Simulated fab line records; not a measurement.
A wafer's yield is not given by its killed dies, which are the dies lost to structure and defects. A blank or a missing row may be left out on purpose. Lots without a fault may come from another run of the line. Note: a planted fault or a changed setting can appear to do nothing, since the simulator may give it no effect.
The tool behind it: which one? :: flow n5 finfet :: 26 wafers from 9 lots sampled at 5 of the route's 1938 steps

WHAT EACH GAUGE READ, for each wafer
N5_BEOL_M4_RC_MEAS_101. Usual: DIBL_N 36.8 mV/V, standard deviation 2.1; DIBL_P 37.1 mV/V, standard deviation 2.2; IOFF_N 0.18 nA/um, standard deviation 0.037; IOFF_P 0.23 nA/um, standard deviation 0.041; ION_N 682 uA/um, standard deviation 13; ION_P 467 uA/um, standard deviation 8.6; SS_N 71.7 mV/dec, standard deviation 0.61; SS_P 73.5 mV/dec, standard deviation 0.6; VT_N 248 mV, standard deviation 3.4; VT_P -249 mV, standard deviation 3.5.
lot: L223
measured: day 8 01:06
on: prober-01
DIBL_N (mV/V): 39.8 39.1 40.5
DIBL_P (mV/V): 39.1 37.5 39.5
IOFF_N (nA/um): 0.22 0.19 0.24
IOFF_P (nA/um): 0.26 0.23 0.28
ION_N (uA/um): 695 691 706
ION_P (uA/um): 474 467 479
SS_N (mV/dec): 72.5 72.8 72.6
SS_P (mV/dec): 74.0 73.8 73.9
VT_N (mV): 244 247 245
VT_P (mV): -249 -247 -246
flag: 

lot: L224
measured: day 8 14:53
on: prober-01
DIBL_N (mV/V): 33.7 32.8 34.0
DIBL_P (mV/V): 35.1 33.8 34.8
IOFF_N (nA/um): 0.12 0.10 0.12
IOFF_P (nA/um): 0.17 0.15 0.16
ION_N (uA/um): 662 649 662
ION_P (uA/um): 457 440 452
SS_N (mV/dec): 70.5 70.6 70.7
SS_P (mV/dec): 72.7 72.9 72.3
VT_N (mV): 252 257 253
VT_P (mV): -252 -256 -257
flag: 

lot: L228
measured: day 9 13:36
on: prober-01
DIBL_N (mV/V): 37.9 37.7 36.2
DIBL_P (mV/V): 37.5 38.5 37.0
IOFF_N (nA/um): 0.18 0.18 0.14
IOFF_P (nA/um): 0.21 0.22 0.19
ION_N (uA/um): 657 675 659
ION_P (uA/um): 445 456 449
SS_N (mV/dec): 72.1 71.6 71.4
SS_P (mV/dec): 73.3 73.6 72.8
VT_N (mV): 250 247 253
VT_P (mV): -250 -253 -251
flag: 

lot: L235
measured: day 11 16:10
on: prober-01
DIBL_N (mV/V): 39.6 38.2 38.2
DIBL_P (mV/V): 37.3 35.6 36.5
IOFF_N (nA/um): 0.22 0.18 0.18
IOFF_P (nA/um): 0.26 0.23 0.24
ION_N (uA/um): 700 685 690
ION_P (uA/um): 475 468 475
SS_N (mV/dec): 72.6 72.2 71.9
SS_P (mV/dec): 73.7 73.7 73.5
VT_N (mV): 244 246 248
VT_P (mV): -247 -248 -249
flag: 

lot: L238
measured: day 11 23:19
on: prober-01
DIBL_N (mV/V): 37.8 35.6
DIBL_P (mV/V): 38.4 36.6
IOFF_N (nA/um): 0.18 0.15
IOFF_P (nA/um): 0.24 0.21
ION_N (uA/um): 694 692
ION_P (uA/um): 478 477
SS_N (mV/dec): 71.5 70.8
SS_P (mV/dec): 73.5 73.2
VT_N (mV): 248 249
VT_P (mV): -247 -247
flag: 

lot: L240
measured: day 12 08:43
on: prober-02
DIBL_N (mV/V): 36.3 35.7 32.1
DIBL_P (mV/V): 37.1 35.9 32.2
IOFF_N (nA/um): 0.17 0.15 0.10
IOFF_P (nA/um): 0.23 0.21 0.16
ION_N (uA/um): 673 678 661
ION_P (uA/um): 467 473 458
SS_N (mV/dec): 71.9 71.7 71.4
SS_P (mV/dec): 73.9 73.5 72.7
VT_N (mV): 248 250 255
VT_P (mV): -248 -248 -254
flag: 

lot: L241
measured: day 12 17:45
on: prober-02
DIBL_N (mV/V): 34.4 35.2 35.3
DIBL_P (mV/V): 33.9 34.6 35.2
IOFF_N (nA/um): 0.13 0.15 0.15
IOFF_P (nA/um): 0.19 0.20 0.20
ION_N (uA/um): 686 679 676
ION_P (uA/um): 464 471 469
SS_N (mV/dec): 70.8 71.1 71.8
SS_P (mV/dec): 72.9 72.9 72.9
VT_N (mV): 250 246 250
VT_P (mV): -247 -250 -249
flag: 

lot: L243
measured: day 13 14:47
on: prober-01
DIBL_N (mV/V): 37.0 37.0 39.1
DIBL_P (mV/V): 39.5 39.3 41.5
IOFF_N (nA/um): 0.20 0.19 0.24
IOFF_P (nA/um): 0.29 0.29 0.33
ION_N (uA/um): 694 685 696
ION_P (uA/um): 475 476 480
SS_N (mV/dec): 72.4 71.6 73.0
SS_P (mV/dec): 74.0 73.7 74.6
VT_N (mV): 245 247 244
VT_P (mV): -242 -242 -242
flag: 

lot: L244
measured: day 13 08:25
on: prober-01
DIBL_N (mV/V): 35.1 35.8 37.7
DIBL_P (mV/V): 37.3 37.5 41.0
IOFF_N (nA/um): 0.16 0.16 0.22
IOFF_P (nA/um): 0.20 0.20 0.26
ION_N (uA/um): 677 684 690
ION_P (uA/um): 466 464 468
SS_N (mV/dec): 70.8 71.4 71.8
SS_P (mV/dec): 72.6 73.9 74.3
VT_N (mV): 249 250 247
VT_P (mV): -250 -250 -248
flag: 

WHAT TOOL EACH LOT RAN ON (gives the tool, then ch and the chambers of the sampled wafers, and finally the start)
lot: L223
N5_MOL_CONTACT_COAG_ETCHBACK_134: rie diel-02 ch 2,3, day 5 10:18
N5_MOL_CONTACT_COAG_ETCHBACK_136: rie diel-02 ch 2,3, day 5 10:25
N5_MOL_CONTACT_COAG_CMP_52: cmp-01 ch 0,1,3, day 5 11:35
N5_BEOL_M0_SAQP_HM_DEP_02: pvd sputter-02, day 5 16:08

lot: L224
N5_MOL_CONTACT_COAG_ETCHBACK_134: rie diel-02 ch 1,3, day 5 16:59
N5_MOL_CONTACT_COAG_ETCHBACK_136: rie diel-02 ch 1,3, day 5 17:07
N5_MOL_CONTACT_COAG_CMP_52: cmp-04 ch 1,2,3, day 5 18:17
N5_BEOL_M0_SAQP_HM_DEP_02: pvd sputter-01, day 5 22:05

lot: L228
N5_MOL_CONTACT_COAG_ETCHBACK_134: rie diel-06 ch 0,1,3, day 6 21:31
N5_MOL_CONTACT_COAG_ETCHBACK_136: rie diel-06 ch 0,1,3, day 6 21:39
N5_MOL_CONTACT_COAG_CMP_52: cmp-04 ch 1,2, day 6 22:31
N5_BEOL_M0_SAQP_HM_DEP_02: pvd sputter-01, day 7 06:56

lot: L235
N5_MOL_CONTACT_COAG_ETCHBACK_134: rie diel-03 ch 1,2,3, day 8 14:58
N5_MOL_CONTACT_COAG_ETCHBACK_136: rie diel-03 ch 1,2,3, day 8 15:05
N5_MOL_CONTACT_COAG_CMP_52: cmp-04 ch 0,1,3, day 8 15:56
N5_BEOL_M0_SAQP_HM_DEP_02: pvd sputter-03, day 8 19:43

lot: L238
N5_MOL_CONTACT_COAG_ETCHBACK_134: rie diel-02 ch 1,2, day 9 09:26
N5_MOL_CONTACT_COAG_ETCHBACK_136: rie diel-02 ch 1,2, day 9 09:34
N5_MOL_CONTACT_COAG_CMP_52: cmp-01 ch 1,3, day 9 10:31
N5_BEOL_M0_SAQP_HM_DEP_02: pvd sputter-01, day 9 15:46

lot: L240
N5_MOL_CONTACT_COAG_ETCHBACK_134: rie diel-02 ch 0,1,3, day 9 18:10
N5_MOL_CONTACT_COAG_ETCHBACK_136: rie diel-02 ch 0,1,3, day 9 18:17
N5_MOL_CONTACT_COAG_CMP_52: cmp-02 ch 0,2,3, day 9 19:29
N5_BEOL_M0_SAQP_HM_DEP_02: pvd sputter-02, day 10 00:02

lot: L241
N5_MOL_CONTACT_COAG_ETCHBACK_134: rie diel-03 ch 0,1,2, day 10 00:55
N5_MOL_CONTACT_COAG_ETCHBACK_136: rie diel-03 ch 0,1,2, day 10 01:03
N5_MOL_CONTACT_COAG_CMP_52: cmp-01 ch 0,1,2, day 10 01:55
N5_BEOL_M0_SAQP_HM_DEP_02: pvd sputter-02, day 10 06:03

lot: L243
N5_MOL_CONTACT_COAG_ETCHBACK_134: rie diel-02 ch 0,1,2, day 10 10:38
N5_MOL_CONTACT_COAG_ETCHBACK_136: rie diel-02 ch 0,1,2, day 10 10:46
N5_MOL_CONTACT_COAG_CMP_52: cmp-02 ch 0,1,3, day 10 11:45
N5_BEOL_M0_SAQP_HM_DEP_02: pvd sputter-02, day 10 18:40

lot: L244
N5_MOL_CONTACT_COAG_ETCHBACK_134: rie diel-03 ch 1,2, day 10 20:14
N5_MOL_CONTACT_COAG_ETCHBACK_136: rie diel-03 ch 1,2, day 10 20:22
N5_MOL_CONTACT_COAG_CMP_52: cmp-02 ch 0,1, day 10 21:20
N5_BEOL_M0_SAQP_HM_DEP_02: pvd sputter-01, day 11 01:17
- N5_MOL_CONTACT_COAG_ETCHBACK_134: etches SiO2 in CHF3, target depth 10 nm, time 6.7 s.
- N5_MOL_CONTACT_COAG_ETCHBACK_136: etches SiO2 in CHF3, target depth 25 nm, time 16.7 s.
- N5_MOL_CONTACT_COAG_CMP_52: polishes, stops on SiO2, t overpolish 1.5 s, target thk 66.5 nm.
- N5_BEOL_M0_SAQP_HM_DEP_02: deposits TiN, target thk 12 nm.

AS READ BY THE TOOLS THEMSELVES (means over the sampled wafers that have a number; for cases with no such wafer, the mark the record gives instead)
N5_MOL_CONTACT_COAG_ETCHBACK_134. Usual: chamber pressure mTorr 30.000 mTorr, standard deviation 0.028; drypump motor current A 5.5 A, standard deviation 0.42; oes product au 0.82 a.u., standard deviation 0.095; rf vpp V 524 V, standard deviation 8.8; showerhead plenum p Torr 2.39 Torr, standard deviation 0.072; throttle valve pct 18.73 %, standard deviation 0.23.
lot: L223
tool: rie diel-02
chamber pressure mTorr (mTorr): 29.998
drypump motor current A (A): 5.3
oes product au (a.u.): 0.89
rf vpp V (V): 527
showerhead plenum p Torr (Torr): 2.40
throttle valve pct (%): 18.67
flag: 

lot: L224
tool: rie diel-02
chamber pressure mTorr (mTorr): 30.001
drypump motor current A (A): 5.4
oes product au (a.u.): 0.85
rf vpp V (V): 525
showerhead plenum p Torr (Torr): 2.42
throttle valve pct (%): 18.68
flag: 

lot: L228
tool: rie diel-06
chamber pressure mTorr (mTorr): 30.007
drypump motor current A (A): 5.3
oes product au (a.u.): 0.78
rf vpp V (V): 520
showerhead plenum p Torr (Torr): 2.39
throttle valve pct (%): 18.83
flag: 

lot: L235
tool: rie diel-03
chamber pressure mTorr (mTorr): 30.015
drypump motor current A (A): 6.0
oes product au (a.u.): 0.77
rf vpp V (V): 527
showerhead plenum p Torr (Torr): 2.42
throttle valve pct (%): 18.84
flag: 

lot: L238
tool: rie diel-02
chamber pressure mTorr (mTorr): 30.020
drypump motor current A (A): 6.0
oes product au (a.u.): 0.80
rf vpp V (V): 518
showerhead plenum p Torr (Torr): 2.35
throttle valve pct (%): 18.78
flag: 

lot: L240
tool: rie diel-02
chamber pressure mTorr (mTorr): 30.026
drypump motor current A (A): 5.5
oes product au (a.u.): 0.82
rf vpp V (V): 526
showerhead plenum p Torr (Torr): 2.38
throttle valve pct (%): 18.71
flag: 

lot: L241
tool: rie diel-03
chamber pressure mTorr (mTorr): 29.997
drypump motor current A (A): 5.7
oes product au (a.u.): 0.71
rf vpp V (V): 535
showerhead plenum p Torr (Torr): 2.36
throttle valve pct (%): 18.96
flag: 

lot: L243
tool: rie diel-02
chamber pressure mTorr (mTorr): 29.990
drypump motor current A (A): 5.7
oes product au (a.u.): 0.84
rf vpp V (V): 522
showerhead plenum p Torr (Torr): 2.34
throttle valve pct (%): 18.75
flag: 

lot: L244
tool: rie diel-03
chamber pressure mTorr (mTorr): 29.985
drypump motor current A (A): 6.0
oes product au (a.u.): 0.71
rf vpp V (V): 533
showerhead plenum p Torr (Torr): 2.39
throttle valve pct (%): 19.12
flag: 

N5_MOL_CONTACT_COAG_ETCHBACK_136. Usual: chamber pressure mTorr 29.999 mTorr, standard deviation 0.027; drypump motor current A 5.5 A, standard deviation 0.42; oes product au 0.82 a.u., standard deviation 0.095; rf vpp V 524 V, standard deviation 8.7; showerhead plenum p Torr 2.39 Torr, standard deviation 0.072; throttle valve pct 18.73 %, standard deviation 0.23.
lot: L223
tool: rie diel-02
chamber pressure mTorr (mTorr): 29.976
drypump motor current A (A): 5.3
oes product au (a.u.): 0.90
rf vpp V (V): 528
showerhead plenum p Torr (Torr): 2.40
throttle valve pct (%): 18.67
flag: 

lot: L224
tool: rie diel-02
chamber pressure mTorr (mTorr): 29.998
drypump motor current A (A): 5.5
oes product au (a.u.): 0.85
rf vpp V (V): 525
showerhead plenum p Torr (Torr): 2.42
throttle valve pct (%): 18.68
flag: 

lot: L228
tool: rie diel-06
chamber pressure mTorr (mTorr): 30.030
drypump motor current A (A): 5.3
oes product au (a.u.): 0.78
rf vpp V (V): 520
showerhead plenum p Torr (Torr): 2.39
throttle valve pct (%): 18.84
flag: 

lot: L235
tool: rie diel-03
chamber pressure mTorr (mTorr): 29.994
drypump motor current A (A): 6.0
oes product au (a.u.): 0.77
rf vpp V (V): 528
showerhead plenum p Torr (Torr): 2.42
throttle valve pct (%): 18.84
flag: 

lot: L238
tool: rie diel-02
chamber pressure mTorr (mTorr): 30.008
drypump motor current A (A): 5.9
oes product au (a.u.): 0.81
rf vpp V (V): 518
showerhead plenum p Torr (Torr): 2.35
throttle valve pct (%): 18.78
flag: 

lot: L240
tool: rie diel-02
chamber pressure mTorr (mTorr): 30.023
drypump motor current A (A): 5.5
oes product au (a.u.): 0.83
rf vpp V (V): 525
showerhead plenum p Torr (Torr): 2.38
throttle valve pct (%): 18.72
flag: 

lot: L241
tool: rie diel-03
chamber pressure mTorr (mTorr): 30.023
drypump motor current A (A): 5.7
oes product au (a.u.): 0.71
rf vpp V (V): 534
showerhead plenum p Torr (Torr): 2.36
throttle valve pct (%): 18.97
flag: 

lot: L243
tool: rie diel-02
chamber pressure mTorr (mTorr): 30.017
drypump motor current A (A): 5.7
oes product au (a.u.): 0.83
rf vpp V (V): 522
showerhead plenum p Torr (Torr): 2.34
throttle valve pct (%): 18.75
flag: 

lot: L244
tool: rie diel-03
chamber pressure mTorr (mTorr): 30.017
drypump motor current A (A): 6.0
oes product au (a.u.): 0.72
rf vpp V (V): 533
showerhead plenum p Torr (Torr): 2.39
throttle valve pct (%): 19.12
flag: 

N5_MOL_CONTACT_COAG_CMP_52. Usual: motor current A 11.6 A, standard deviation 1.4; overpolish run s 1.499 s, standard deviation 0.0086; platen rpm 50.28 rpm, standard deviation 0.036; time to endpoint s 12.1 s, standard deviation 2.6.
lot: L223
tool: cmp-01
motor current A (A): 11.5
overpolish run s (s): 1.505
platen rpm (rpm): 50.32
time to endpoint s (s): 15.8
flag: 

lot: L224
tool: cmp-04
motor current A (A): 12.7
overpolish run s (s): 1.499
platen rpm (rpm): 50.30
time to endpoint s (s): 10.1
flag: 

lot: L228
tool: cmp-04
motor current A (A): 13.8
overpolish run s (s): 1.494
platen rpm (rpm): 50.26
time to endpoint s (s): 12.8
flag: 

lot: L235
tool: cmp-04
motor current A (A): 11.8
overpolish run s (s): 1.503
platen rpm (rpm): 50.94
time to endpoint s (s): 12.3
flag: OFF

lot: L238
tool: cmp-01
motor current A (A): 12.6
overpolish run s (s): 1.502
platen rpm (rpm): 50.27
time to endpoint s (s): 12.8
flag: 

lot: L240
tool: cmp-02
motor current A (A): 11.3
overpolish run s (s): 1.507
platen rpm (rpm): 50.24
time to endpoint s (s): 9.5
flag: 

lot: L241
tool: cmp-01
motor current A (A): 12.1
overpolish run s (s): 1.502
platen rpm (rpm): 50.28
time to endpoint s (s): 15.0
flag: 

lot: L243
tool: cmp-02
motor current A (A): 10.5
overpolish run s (s): 1.493
platen rpm (rpm): 50.29
time to endpoint s (s): 9.3
flag: 

lot: L244
tool: cmp-02
motor current A (A): 10.5
overpolish run s (s): 1.503
platen rpm (rpm): 50.29
time to endpoint s (s): 10.2
flag: 

N5_BEOL_M0_SAQP_HM_DEP_02. Usual: throttle valve pct reads 30.2 % (standard deviation 1).
lot: L223
tool: pvd sputter-02
throttle valve pct (%): 29.7
flag: 

lot: L224
tool: pvd sputter-01
throttle valve pct (%): 31.4
flag: 

lot: L228
tool: pvd sputter-01
throttle valve pct (%): 30.5
flag: 

lot: L235
tool: pvd sputter-03
throttle valve pct (%): 29.8
flag: 

lot: L238
tool: pvd sputter-01
throttle valve pct (%): 31.9
flag: 

lot: L240
tool: pvd sputter-02
throttle valve pct (%): 29.8
flag: 

lot: L241
tool: pvd sputter-02
throttle valve pct (%): 29.8
flag: 

lot: L243
tool: pvd sputter-02
throttle valve pct (%): 30.2
flag: 

lot: L244
tool: pvd sputter-01
throttle valve pct (%): 30.5
flag: 

THE ANSWER, worked out from the rows above alone
Rule: take the mean of a lot's wafers that have a number; if it is more than 3 standard deviations from the usual mean, the lot is off. Also off: a lot with no number at a reading for which 4 or more lots have one. The other lots that the step has rows for count as sound. After the gauges, taken in route order, come the tools' own readings; for these a lot's mean is taken, as printed above. The first step at which some lot is off is used, and at that step the reading that is off furthest; a lot without a number counts as furthest.
Off at N5_MOL_CONTACT_COAG_CMP_52 (platen rpm): L235.
If a tool, at that step or one of the process steps before it, ran each lot that is off and ran no sound lot following the first of them, it fits. One candidate fits, namely cmp-04 at N5_MOL_CONTACT_COAG_CMP_52. A fault onset in the window from L228 (day 6 22:31, its last sound lot) to L235 (day 8 15:56, its first lot off) fits.
The tool's own readings at N5_MOL_CONTACT_COAG_CMP_52 bear it out: on the lots that are off they differ by more than 5 times the standard deviation of the sound lots' means. platen rpm reads 50.94 rpm there against 50.28 rpm on the sound lots.

WHAT HAD BEEN PUT IN BY THE SIMULATOR
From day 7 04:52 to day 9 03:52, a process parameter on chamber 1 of cmp-04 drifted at N5_MOL_CONTACT_COAG_CMP_52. From 50.289, the setting platen rpm moved by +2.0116. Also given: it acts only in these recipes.
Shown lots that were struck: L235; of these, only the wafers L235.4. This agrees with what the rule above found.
